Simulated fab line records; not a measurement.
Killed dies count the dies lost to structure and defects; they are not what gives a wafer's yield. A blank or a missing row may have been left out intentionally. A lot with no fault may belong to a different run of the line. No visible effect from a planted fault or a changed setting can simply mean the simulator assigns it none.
Check for tools in common | flow nand harc | 6 wafers sampled across 2 lots

== THE REASON FOR OPENING IT ==
At NHARC_END_SORT_01 the reading killed at array is flagged on 2 of 2 lots. No-fault wafers: 28, standard deviation 11.
Rule: a lot is flagged when every wafer of it that has a number lies more than 4 standard deviations from that mean, or none has a number. As for the other lots, they are considered sound.

lot  | measured     | on        | killed at array, wafer by wafer | flag
L668 | day 23 20:22 | prober-02 | 103 95 98                       | FLAGGED
L665 | day 23 20:25 | prober-01 | 120 126 105                     | FLAGGED
The mean of the flagged lots' numbers is 108, +80 from the usual (+7 standard deviations).

== WHICH TOOL EACH LOT WENT THROUGH ==
4 process steps preceding the reading are held in the record, out of 1159 steps in the route. In each cell: the tool, then ch and the chambers that the sampled wafers went through, then the start.
lot  | flag    | NHARC_A_STAIRCASE_HM_DEP_462  | NHARC_A_BONDPAD_STRIP_15           | NHARC_A_BONDPAD_PVD_17                  | NHARC_THIN_TSV_STRIP_45
L668 | FLAGGED | acl dep-01 ch 0, day 15 18:34 | rie diel-13 ch 1,2,3, day 22 13:04 | pvd sputter-03, day 23 06:20 or earlier | plasma asher-01 ch 0,1, day 23 06:20
L665 | FLAGGED | acl dep-01 ch 0, day 15 20:24 | rie diel-13 ch 1,2,3, day 22 13:20 | pvd sputter-02, day 23 07:34 or earlier | plasma asher-01 ch 0,1, day 23 07:34
What is done by these steps:
- NHARC_A_STAIRCASE_HM_DEP_462: deposits aC, target thk 800 nm.
- NHARC_A_BONDPAD_STRIP_15: strips in O2.
- NHARC_A_BONDPAD_PVD_17: deposits TaN, target thk 5 nm, time 8.06 s.
- NHARC_THIN_TSV_STRIP_45: strips in O2.
- NHARC_END_SORT_01

== FLAGGED AGAINST TOTAL, ONE TOOL AT A TIME (gauges that did the reading follow at the end) ==
step                         | tool            | lots run | flagged | share of the flagged lots | sound lots run after its first flagged lot
NHARC_A_STAIRCASE_HM_DEP_462 | acl dep-01      | 2        | 2       | all                       | 0
NHARC_A_BONDPAD_STRIP_15     | rie diel-13     | 2        | 2       | all                       | 0
NHARC_A_BONDPAD_PVD_17       | pvd sputter-02  | 1        | 1       | some                      | 0
NHARC_A_BONDPAD_PVD_17       | pvd sputter-03  | 1        | 1       | some                      | 0
NHARC_THIN_TSV_STRIP_45      | plasma asher-01 | 2        | 2       | all                       | 0
NHARC_END_SORT_01            | prober-01       | 1        | 1       | some                      | 0
NHARC_END_SORT_01            | prober-02       | 1        | 1       | some                      | 0
NHARC_A_BONDPAD_PVD_17 gives no start for some lots, so the hours and the order of its lots are those of NHARC_THIN_TSV_STRIP_45.

== WHAT IS ALLOWED BY THE TABLE ==
All flagged lots were run by 3 table rows, namely acl dep-01 at NHARC_A_STAIRCASE_HM_DEP_462, rie diel-13 at NHARC_A_BONDPAD_STRIP_15, plasma asher-01 at NHARC_THIN_TSV_STRIP_45.
- acl dep-01 at NHARC_A_STAIRCASE_HM_DEP_462: 2 of its 2 lots flagged. No sound lot ran on it before its first flagged lot in this sample; the start therefore can't be narrowed down.
- rie diel-13 at NHARC_A_BONDPAD_STRIP_15: 2 of its 2 lots flagged. No sound lot ran on it before its first flagged lot in this sample; the start therefore can't be narrowed down.
- plasma asher-01 at NHARC_THIN_TSV_STRIP_45: 2 of its 2 lots flagged. No sound lot ran on it before its first flagged lot in this sample; the start therefore can't be narrowed down.
Counting lots can't tell these 3 tools apart, because each fits a fault that began at some hour. More lots, or a look at what each step does to the wafer, might.

== WHAT THE SIMULATOR PUT IN ==
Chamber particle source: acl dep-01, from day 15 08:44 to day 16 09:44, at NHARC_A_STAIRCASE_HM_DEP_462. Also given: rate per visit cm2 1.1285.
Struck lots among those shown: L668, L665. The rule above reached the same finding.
